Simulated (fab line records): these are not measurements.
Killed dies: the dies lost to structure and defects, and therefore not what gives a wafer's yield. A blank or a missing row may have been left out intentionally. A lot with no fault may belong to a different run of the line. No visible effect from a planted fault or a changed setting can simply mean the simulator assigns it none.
A struck lot beside a sound one || flow n5_finfet || 12 out of 1938 route steps
Sound: wafers L616.2, L616.3, L616.5. Wafers struck: L619.2, L619.3, L619.5. At the end, the cause is stated.
Each step with rows lists, per side, the tool, then ch with its chambers, then its first start. Under that, the readings that differ: sound wafers || struck wafers || difference of the means || sigmas: that difference in standard deviations of wafers without a fault.
alike: words and numbers the same on both sides, and readings whose means are apart by under 2 such deviations; not compared: readings that were withheld, readings missing a value for some wafer, numbers with overlapping values and no deviation given by the record, and bounds like >300 which may hide the same value.
Wherever a step has rows on one side only, a row that says differs or no value, or a row with sigmas, the two part there. Numbers that have no deviation but don't overlap get no sigmas and don't part them. Lack of a reading on every wafer of one side parts them only where that side has two or more wafers.

first, 7 steps without rows for these wafers: N5_ILD0_LINER_00 (material SiNx, target thk 4 nm, pulse time 1 s, purge time 2 s); N5_ILD0_FCVD_FILL_01 (material SiO2 flowable, target thk 200 nm, time 328.3 s); N5_ILD0_CURE_02 (time 1800 s); N5_ILD0_CMP_03 (polishes, stops on SiNx, t overpolish 1.9 s, target thk 197.38 nm); N5_ILD0_CMP_07 (polishes SiO2 flowable, stops on poly-Si, t overpolish 1.18 s, target thk 138.88 nm); N5_ILD0_PRECLEAN_10 (cleans in NF3:NH3, afs cycles 5, time 20 s, sublimation time 60 s); N5_ILD0_ALD_15 (deposits SiNx, target thk 24 nm, pulse time 1 s, ald cycles 480).
N5_ILD0_CMP_12: polishes SiNx, stops on poly-Si, t overpolish 6 s, target thk 17.67 nm.
  sound on cmp-03 ch 0,1,3, day 4 08:15; struck on cmp-03 ch 0,1,2, day 4 22:32
  alike: motor_current_A, overpolish_run_s, platen_rpm, time_to_endpoint_s
N5_ILD0_INSPECT_06: inspects for defects (darkfield).
  struck on defect_inspect-01, day 4 22:51; sound on defect_inspect-02, day 4 08:32
{"reading": "raw_defect_count", "sound": "40 39 56", "struck": "273 263 283", "difference": "+228", "sigmas": "+13"}
then, 1 step without rows for these wafers: N5_SDB_HM_DEP_00 (deposits SiNx from SiH4/NH3/N2, target thk 40 nm, time 35.3 s).
-- the record jumps here: 5 days lie between the struck wafers' starts before and after (it left off in module SDB and takes up again in module BEOL_M4, whose first step shown is number 1111 of the route) --
N5_BEOL_M4_RC_MEAS_101:
  sound on prober-01 ch 0, day 8 22:01; struck on prober-02 ch 0, day 9 23:25
  alike: DIBL_N, DIBL_P, IOFF_N, IOFF_P, ION_N, ION_P, SS_N, SS_P, VT_N, VT_P
-- a jump in the record: the struck wafers' starts before and after are 5 days apart (it breaks off in module BEOL_M4 and resumes in module PASSIVATION, where the first step shown is number 1936 of the route) --
N5_PASSIVATION_PROBE_49:
  struck on prober-02, day 14 14:32; sound on prober-01, day 13 06:47
{"reading": "defect_limited_yield (%)", "sound": "90.3 90.3 89.9", "struck": "74.3 75.4 75.4", "difference": -15.1, "sigmas": -11}
{"reading": "killed_at_contacts", "sound": "22 23 36", "struck": "10 2 8", "difference": -20, "sigmas": -3}
{"reading": "killed_at_front_end", "sound": "54 45 44", "struck": "255 252 247", "difference": "+204", "sigmas": "+21"}
{"reading": "killed_dies", "sound": "115 114 119", "struck": "303 290 290", "difference": "+178", "sigmas": "+11"}
{"reading": "killed_on_rim", "sound": "13 13 17", "struck": "38 30 31", "difference": "+19", "sigmas": "+4"}
{"reading": "sort_bin_5_function (%)", "sound": "5.9 5.7 6.4", "struck": "15.8 15.1 14.4", "difference": "+9.1", "sigmas": "+9"}
{"reading": "sort_bin_6_memory (%)", "sound": "3.2 3.6 3.3", "struck": "8.5 8.1 8.4", "difference": "+5.0", "sigmas": "+8"}
{"reading": "sort_n_pass", "sound": "1065 1066 1061", "struck": "877 890 890", "difference": -178, "sigmas": -8}
{"reading": "sort_yield_pct (%)", "sound": "90.3 90.3 89.9", "struck": "74.3 75.4 75.4", "difference": -15.1, "sigmas": -8}
  alike: killed_at_M0_to_M3, killed_at_M4_up, killed_at_other, killed_open, killed_short, sort_bin_8_speed

WHERE THEY PART
Last at N5_PASSIVATION_PROBE_49 as far as this record goes, first at N5_ILD0_INSPECT_06.

WHY: whatever the simulator had introduced
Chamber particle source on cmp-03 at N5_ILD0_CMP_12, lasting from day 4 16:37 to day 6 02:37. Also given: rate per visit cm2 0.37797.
